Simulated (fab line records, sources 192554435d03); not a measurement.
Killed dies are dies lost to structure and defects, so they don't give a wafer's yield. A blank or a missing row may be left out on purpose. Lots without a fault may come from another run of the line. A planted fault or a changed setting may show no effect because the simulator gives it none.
Which tool did it? | flow n5_finfet | 7 lots, 20 wafers sampled, at 4 steps of a route of 1938

WHAT THE GAUGES READ, wafer by wafer
N5_PMOS_HMC_CHANNEL_EPI_THK_MEAS_22.
lot  | measured    | on            | HMC_CMP_THK (nm)
L888 | day 2 03:07 | film_metro-02 | 55.1 54.4
L890 | day 2 13:26 | film_metro-02 | 53.5 53.6 53.9
L895 | day 3 21:16 | film_metro-02 | 58.9 59.0 59.1
L898 | day 4 13:46 | film_metro-02 | 52.8 55.4 51.6
L905 | day 6 08:13 | film_metro-01 | 54.2 54.0 54.6
L907 | day 6 19:46 | film_metro-01 | 52.4 54.3 53.9
L909 | day 7 08:35 | film_metro-02 | 54.5 55.6 52.2

WHICH TOOL RAN EACH LOT (tool, then ch and the chambers of the sampled wafers, then the start)
lot  | N5_WELL_APT_RTA_34              | N5_PMOS_HMC_CHANNEL_EPI_HM_DEP_34 | N5_PMOS_HMC_CHANNEL_EPI_CMP_21
L888 | rtp_anneal-01 ch 0, day 1 23:03 | pecvd-01 ch 0, day 1 23:59        | cmp-02 ch 1,2, day 2 02:50
L890 | rtp_anneal-02 ch 0, day 2 09:56 | pecvd-03 ch 0,1,2, day 2 10:49    | cmp-01 ch 1,2,3, day 2 13:08
L895 | rtp_anneal-02 ch 0, day 3 17:44 | pecvd-01 ch 0,2, day 3 18:38      | cmp-01 ch 1,2,3, day 3 21:03
L898 | rtp_anneal-01 ch 0, day 4 09:51 | pecvd-01 ch 0,1, day 4 10:46      | cmp-02 ch 0,1,2, day 4 13:32
L905 | rtp_anneal-01 ch 0, day 6 04:31 | pecvd-01 ch 0,2, day 6 05:28      | cmp-04 ch 0,2,3, day 6 08:00
L907 | rtp_anneal-02 ch 0, day 6 16:02 | pecvd-03 ch 0,1,2, day 6 16:58    | cmp-01 ch 0,1,3, day 6 19:28
L909 | rtp_anneal-01 ch 0, day 7 05:00 | pecvd-03 ch 0,1,2, day 7 05:56    | cmp-02 ch 0,1,2, day 7 08:17
- N5_WELL_APT_RTA_34: time 10 s.
- N5_PMOS_HMC_CHANNEL_EPI_HM_DEP_34: deposits SiO2 from TEOS/O2, target thk 36 nm, time 6.9 s.
- N5_PMOS_HMC_CHANNEL_EPI_CMP_21: polishes SiGe30, target thk 54 nm.

THE ANSWER, worked out from the rows above alone
Rule: what is usual is taken from the lots themselves. Put in order of their means at a reading, lots are off if they are a third of the lots or fewer, leave a main group of 4 or more, and stand apart from it by a gap of 3 or more times the standard deviation of the main group's means; of several such gaps the widest counts. A main group whose means are all the same, to the digits that the tables above print for the reading, isn't used. A lot without any number at a reading at which 4 lots or more have one is off too. The other lots that the step has rows for count as sound.
Off: L895, at N5_PMOS_HMC_CHANNEL_EPI_THK_MEAS_22 (HMC_CMP_THK). The main group: mean 53.9 nm, standard deviation 0.5.
A tool fits if, at a process step before that reading, it ran every lot that is off, and no sound lot after the first of them. The gauges at N5_PMOS_HMC_CHANNEL_EPI_THK_MEAS_22 are tried like those tools. None of those tried fits.

WHAT THE SIMULATOR HAD PUT IN
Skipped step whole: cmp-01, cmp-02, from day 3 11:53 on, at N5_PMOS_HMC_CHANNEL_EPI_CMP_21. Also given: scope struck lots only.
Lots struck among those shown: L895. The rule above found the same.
